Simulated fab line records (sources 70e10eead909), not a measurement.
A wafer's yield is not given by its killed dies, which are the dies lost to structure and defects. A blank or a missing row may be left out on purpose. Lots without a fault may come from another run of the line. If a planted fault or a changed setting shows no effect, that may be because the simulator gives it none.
Code-filled problem report in 8D (eight disciplines) form | flow nand harc | the parts of the form that need people (team, actions taken, sign-off) are left out

== 1. THE PROBLEM ==
Wafers without a fault read 999 nm, standard deviation 10; thk nm at NHARC_A_ONON_D2_THK_MEAS_21 reads a mean of 787 nm on 6 wafers belonging to 2 lots. That puts it -21 standard deviations away from the usual mean.
The step: measures by ellipsometry.
Earliest sighting: wafer L811.3 on film metro-02 at day 20 18:53. The record has a number at this step for 42 wafers belonging to 14 lots. Rule for "out" (also "out of limits"): further than 4 standard deviations from the usual mean. Any other wafer with a number is counted as sound.

== 2. WHAT IT IS, WHAT IT ISN'T ==
question                    | is                           | is not
which readings at this step | thk nm                       | -
which lots                  | L811, L814                   | L792, L794, L796, L797, L798, L799, L800, L801, L802, L804, L805, L815
which wafers of those lots  | all that have a number       | -
read on which gauges        | film metro-01, film metro-02 | -
when                        | from day 20 18:53            | up to then (33 sound wafers); but 3 sound wafers of L815 came after

== 3. WHAT RULES OUT EACH SUSPECT ==
Counting: any tool at a process step up to the reading is kept as a suspect provided that every lot that is out went through it and no sound lot did after the first of them.
- the gauge at NHARC_A_ONON_D2_THK_MEAS_21 is ruled out. Those wafers that are out were read across 2 gauges (film metro-01, film metro-02).
- pecvd onon-02 at NHARC_A_ONON_D2_DEP_19 (target thk 1000 nm): kept. All lots that are out passed through it, beginning with L811 at day 20 18:29, and no sound lot followed; its final sound lot before that point was L805 at day 18 16:49.
After counting, what remains is pecvd onon-02 at NHARC_A_ONON_D2_DEP_19.

== 4. THE CAUSE (what the simulator had put in) ==
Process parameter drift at NHARC_A_ONON_D2_DEP_19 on pecvd onon-02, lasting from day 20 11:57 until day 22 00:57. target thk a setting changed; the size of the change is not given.
This tool alone remained once counting was done.

== 5. SEQUENCE OF EFFECTS, ordered by route ==
Each row: a reading whose mean over the struck wafers that have a number lies more than 3 standard deviations from the usual. Only readings whose record carries a usual standard deviation are examined. hours: median over the lots of the time between each lot's start at the first step of this table that gives one and its start at this step. sigmas: the change, counted in usual standard deviations.
hours | step                        | reading         | usual  | on struck wafers | change | sigmas
0     | NHARC_A_ONON_D2_THK_MEAS_21 | thk nm          | 999 nm | 787              | -212   | -21
274   | NHARC_END_SORT_01           | killed at array | 63     | 674              | +611   | +36
274   | NHARC_END_SORT_01           | killed dies     | 67     | 677              | +610   | +36

== 6. WHAT WOULD HAVE CAUGHT IT SOONER ==
Counted from the fault's start at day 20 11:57, it took 7 hours until the first out-of-limits reading at a measuring or inspecting step in this record, taken at day 20 18:53.
L814, from the lots that are out (2), started NHARC_A_ONON_D2_DEP_19 on pecvd onon-02 later than day 20 18:53. Had the tool been put on hold then, it would have been spared.
